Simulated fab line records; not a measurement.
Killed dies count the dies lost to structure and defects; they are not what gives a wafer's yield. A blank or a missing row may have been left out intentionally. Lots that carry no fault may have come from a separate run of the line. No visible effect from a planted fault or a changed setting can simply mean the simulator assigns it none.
What tool caused it?	flow nand harc	39 wafers from 13 lots sampled at 5 of the route's 1159 steps

## WHAT THE GAUGES SHOWED, per wafer
NHARC_END_SORT_01.
lot	measured	on	killed at array	killed at other	killed at periphery	killed dies	killed open	killed short
L328	day 20 20:59	prober-01	674 6 12	0 1 2	3 3 0	677 10 14	3 4 2	2 1 1

## WHICH TOOL RAN EACH LOT (tool, then ch and the chambers of the sampled wafers, then the start)
lot	NHARC_A_STAIRCASE_STRIP_171	NHARC_A_STAIRCASE_ETCH_17	NHARC_A_STAIRCASE_TRIM_18	NHARC_A_STAIRCASE_ETCH_25
L321	plasma asher-01 ch 0,1, day 11 02:14	rie diel-01 ch 1,2,3, day 11 06:16 or earlier	rie diel-01 ch 1,2, day 11 06:16 or earlier	rie diel-02 ch 0,3, day 11 06:16
L322	plasma asher-02 ch 0,1, day 11 02:26	rie diel-07 ch 1,3, day 11 05:44 or earlier	rie diel-07 ch 1,2,3, day 11 05:44 or earlier	rie diel-01 ch 1,3, day 11 05:44
L324	plasma asher-02 ch 0,1, day 11 06:46	rie diel-07 ch 1,2, day 11 11:33 or earlier	rie diel-07 ch 2,3, day 11 11:33 or earlier	rie diel-01 ch 1,2,3, day 11 11:33
L328	plasma asher-02 ch 0,1, day 12 06:14	rie diel-07 ch 0,1,3, day 12 09:28 or earlier	rie diel-07 ch 0,2,3, day 12 09:28 or earlier	rie diel-01 ch 0,2,3, day 12 09:28
L334	plasma asher-01 ch 0,1, day 13 22:36	rie diel-07 ch 0,3, day 14 01:53 or earlier	rie diel-07 ch 2,3, day 14 01:53 or earlier	rie diel-07 ch 0,1, day 14 01:53
L337	plasma asher-01 ch 0,1, day 14 23:56	rie diel-01 ch 0,3, day 15 03:35 or earlier	rie diel-01 ch 0,1,2, day 15 03:35 or earlier	rie diel-01 ch 0,2, day 15 03:35
L338	plasma asher-02 ch 0,1, day 15 00:05	rie diel-02 ch 0,1, day 15 04:58 or earlier	rie diel-02 ch 0,2,3, day 15 04:58 or earlier	rie diel-02 ch 0,3, day 15 04:58
L336	plasma asher-02 ch 0,1, day 15 03:17	rie diel-01 ch 2,3, day 15 06:38 or earlier	rie diel-01 ch 0,1,3, day 15 06:38 or earlier	rie diel-07 ch 0,2,3, day 15 06:38
L339	plasma asher-02 ch 0,1, day 15 04:53	rie diel-01 ch 0,1,3, day 15 08:07 or earlier	rie diel-01 ch 0,1,2, day 15 08:07 or earlier	rie diel-01 ch 0,1,2, day 15 08:07
L340	plasma asher-02 ch 0, day 15 07:26	rie diel-01 ch 1,2, day 15 10:44 or earlier	rie diel-01 ch 2,3, day 15 10:44 or earlier	rie diel-01 ch 0,2, day 15 10:44
L341	plasma asher-01 ch 0,1, day 15 16:12	rie diel-01 ch 0,1, day 15 20:02 or earlier	rie diel-01 ch 2,3, day 15 20:02 or earlier	rie diel-01 ch 0,1, day 15 20:02
L342	plasma asher-02 ch 0,1, day 15 22:29	rie diel-07 ch 0,1,3, day 16 02:23 or earlier	rie diel-07 ch 0,1, day 16 02:23 or earlier	rie diel-01 ch 0,2,3, day 16 02:23
L344	plasma asher-01 ch 0,1, day 15 22:37	rie diel-01 ch 1,3, day 16 02:11 or earlier	rie diel-01 ch 0,2, day 16 02:11 or earlier	rie diel-01 ch 0,1, day 16 02:11
- NHARC_A_STAIRCASE_STRIP_171: strips in O2.
- NHARC_A_STAIRCASE_ETCH_17: etches the open film in C4F8/O2, target depth 100 nm, time 40.5 s.
- NHARC_A_STAIRCASE_TRIM_18: chemistry O2, time 211.2 s.
- NHARC_A_STAIRCASE_ETCH_25: etches the open film in C4F8/O2, target depth 100 nm, time 40.5 s.

## AS READ BY THE TOOLS THEMSELVES (means over the sampled wafers that have a number; for cases with no such wafer, the mark the record gives instead)
NHARC_A_STAIRCASE_STRIP_171.
lot	tool	drypump motor current A (A)	heater power w (W)
L321	plasma asher-01	5.7	328
L322	plasma asher-02	5.7	318
L324	plasma asher-02	5.7	316
L328	plasma asher-02	5.3	310
L334	plasma asher-01	5.7	337
L337	plasma asher-01	5.7	339
L338	plasma asher-02	5.3	308
L336	plasma asher-02	5.7	321
L339	plasma asher-02	5.3	310
L340	plasma asher-02	6.1	326
L341	plasma asher-01	5.6	349
L342	plasma asher-02	5.3	308
L344	plasma asher-01	5.6	353

NHARC_A_STAIRCASE_ETCH_17.
lot	tool	oes product au (a.u.)	rf vpp V (V)
L321	rie diel-01	0.946	889
L322	rie diel-07	0.960	902
L324	rie diel-07	0.956	897
L328	rie diel-07	0.949	901
L334	rie diel-07	0.952	900
L337	rie diel-01	0.938	893
L338	rie diel-02	0.948	893
L336	rie diel-01	0.954	894
L339	rie diel-01	0.951	891
L340	rie diel-01	0.957	894
L341	rie diel-01	0.944	895
L342	rie diel-07	0.953	899
L344	rie diel-01	0.956	889

NHARC_A_STAIRCASE_TRIM_18.
lot	tool	drypump motor current A (A)	oes product au (a.u.)	rf vpp V (V)	showerhead plenum p Torr (Torr)	throttle valve pct (%)
L321	rie diel-01	5.49	1.005	57.4	3.32	17.033
L322	rie diel-07	5.93	1.020	57.9	3.62	17.037
L324	rie diel-07	6.06	1.002	57.6	3.59	17.036
L328	rie diel-07	5.90	1.011	57.7	3.63	17.045
L334	rie diel-07	6.04	1.004	56.9	3.58	17.039
L337	rie diel-01	5.61	1.006	58.3	3.55	17.048
L338	rie diel-02	5.69	0.978	57.5	3.47	17.045
L336	rie diel-01	5.68	0.996	57.7	3.40	17.036
L339	rie diel-01	5.60	1.005	57.9	3.55	17.030
L340	rie diel-01	5.89	1.011	57.5	3.49	17.032
L341	rie diel-01	5.89	1.005	57.7	3.49	17.028
L342	rie diel-07	5.59	1.019	58.7	3.62	17.038
L344	rie diel-01	5.71	1.000	57.1	3.62	17.038

NHARC_A_STAIRCASE_ETCH_25.
lot	tool	oes product au (a.u.)	rf vpp V (V)
L321	rie diel-02	0.951	892
L322	rie diel-01	0.939	889
L324	rie diel-01	0.940	888
L328	rie diel-01	0.895	891
L334	rie diel-07	0.944	899
L337	rie diel-01	0.951	900
L338	rie diel-02	0.937	893
L336	rie diel-07	0.951	900
L339	rie diel-01	0.952	898
L340	rie diel-01	0.932	902
L341	rie diel-01	0.948	893
L342	rie diel-01	0.950	897
L344	rie diel-01	0.943	893

## THE ANSWER, worked out from the rows above alone
Rule: usual is defined by the lots themselves. The widest of any qualifying gaps counts: lots, ordered by their means at a reading, are off when they make up no more than a third of the lots, leave a main group of 4 or more, and stand apart from it by 3 or more times the standard deviation of that group's means. The tables above print the reading to a certain number of digits; a main group whose means all agree to those digits is not used. A lot without any number at a reading at which 4 lots or more have one is off too. The other lots that the step has rows for count as sound. The gauges are gone through in route order, then the tools' own readings, and for those a lot's mean is taken as printed above. At the first step where some lot is off, the reading lying furthest off is the one used; lots without a number count as furthest.
Off at NHARC_A_STAIRCASE_ETCH_25 (oes product au): L328. Mean 0.945 a.u. and standard deviation 0.0064 in the main group.
If a tool, at that step or one of the process steps before it, ran each lot that is off and ran no sound lot following the first of them, it fits. With no start given for some of its lots, NHARC_A_STAIRCASE_ETCH_17 uses the hours and lot order of NHARC_A_STAIRCASE_ETCH_25. With no start given for some of its lots, NHARC_A_STAIRCASE_TRIM_18 uses the hours and lot order of NHARC_A_STAIRCASE_ETCH_25. Not one of the candidates tried fits.

## WHAT THE SIMULATOR HAD INSERTED
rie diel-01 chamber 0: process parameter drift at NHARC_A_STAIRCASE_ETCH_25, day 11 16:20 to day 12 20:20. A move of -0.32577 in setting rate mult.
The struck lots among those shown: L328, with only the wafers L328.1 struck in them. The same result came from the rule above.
